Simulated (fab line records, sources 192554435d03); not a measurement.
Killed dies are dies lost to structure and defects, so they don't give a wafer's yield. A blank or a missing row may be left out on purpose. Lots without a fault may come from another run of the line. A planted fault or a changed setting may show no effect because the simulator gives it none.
Problem report in the 8D (eight disciplines) form, filled by code | flow n5_finfet | the parts of the form that need people (team, actions taken, sign-off) are left out

1. THE PROBLEM
rf_fwd_power_W at N5_FIN_SAQP_ETCH_52 reads a mean of 634.0 W on 1 wafer of 1 lot; wafers without a fault read 836.4 W with a standard deviation of 2.6. That is -78 standard deviations from the usual mean.
The step: etches SOC in N2/H2, target depth 100 nm, overetch 20 nm, time 150 s.
First seen on wafer L431.1, day 4 09:47, on rie_diel-02. The record holds 27 wafers of 9 lots with a number at this step. Rule for "out", or "out of limits": more than 4 standard deviations from the usual mean. The other wafers with a number count as sound.

2. WHAT IT IS AND WHAT IT IS NOT
question                    | is                       | is not
which readings at this step | rf_fwd_power_W, rf_vpp_V | chamber_pressure_mTorr, drypump_motor_current_A, h2_flow_sccm, oes_product_au, showerhead_plenum_p_Torr, temp_c, throttle_valve_pct
which lots                  | L431                     | L421, L426, L428, L433, L438, L439, L443, L444
which wafers of those lots  | L431.1                   | L431.3, L431.6
read on which tools         | rie_diel-02              | rie_diel-01, rie_diel-06
when                        | from day 4 09:47         | up to then (11 sound wafers); but 15 sound wafers of L433, L438, L439, L443, L444 came after

3. SUSPECTS, AND WHAT RULES EACH OUT
Counting: a tool at a process step up to the reading stays a suspect if it ran every lot that is out. Sound lots after the first of them don't rule it out here, since some wafers of a struck lot are sound.
- pecvd-04 at N5_FIN_SAQP_PECVD_47 (deposits a-Si from SiH4/He, target thk 45 nm, time 36.3 s): kept. It ran the lot that is out, L431 (day 4 09:04).
- rie_diel-02 at N5_FIN_SAQP_ETCH_52 (etches SOC in N2/H2, target depth 100 nm, overetch 20 nm, time 150 s): kept. It ran the lot that is out, L431 (day 4 09:47); its last sound lot up to then is L428 (day 3 17:24). Its own readings are out on those wafers: rf_fwd_power_W, rf_vpp_V.
- Within pecvd-04 at N5_FIN_SAQP_PECVD_47: the wafers that are out ran in chamber 0; their sound lot-mates ran in chambers 1, 2.
- Within rie_diel-02 at N5_FIN_SAQP_ETCH_52: the wafers that are out ran in chamber 0; their sound lot-mates ran in chambers 2, 3.
Left after counting: pecvd-04 at N5_FIN_SAQP_PECVD_47, rie_diel-02 at N5_FIN_SAQP_ETCH_52.

4. THE CAUSE (what the simulator had put in)
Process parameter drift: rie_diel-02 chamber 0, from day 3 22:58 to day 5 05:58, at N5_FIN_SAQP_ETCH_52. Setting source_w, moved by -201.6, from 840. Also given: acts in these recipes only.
Counting left 2 suspects, and this tool is among them.

5. THE CHAIN OF EFFECTS, in route order
Each row: a reading whose mean over the struck wafers that have a number lies more than 3 standard deviations from the usual. Only readings for which the record gives a usual standard deviation are gone through. hours: the time from each lot's start at the first step in this table that gives one to its start at this step, as a median over the lots. sigmas: the change in usual standard deviations.
hours | step                | reading        | usual   | on struck wafers | change | sigmas
0     | N5_FIN_SAQP_ETCH_52 | rf_fwd_power_W | 836.4 W | 634.0            | -202.4 | -78
0     | N5_FIN_SAQP_ETCH_52 | rf_vpp_V       | 524.6 V | 569.4            | +44.8  | +17
The process steps in it:
- N5_FIN_SAQP_ETCH_52: etches SOC in N2/H2, target depth 100 nm, overetch 20 nm, time 150 s.
Later measuring or inspecting steps at which every struck wafer that the step has a row for has a number for every such reading, and none has moved that far: N5_BEOL_M4_RC_MEAS_101.

6. WHAT WOULD HAVE CAUGHT IT SOONER
In this record the first reading out of limits was taken at day 4 09:47, 11 hours after the fault began at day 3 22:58.
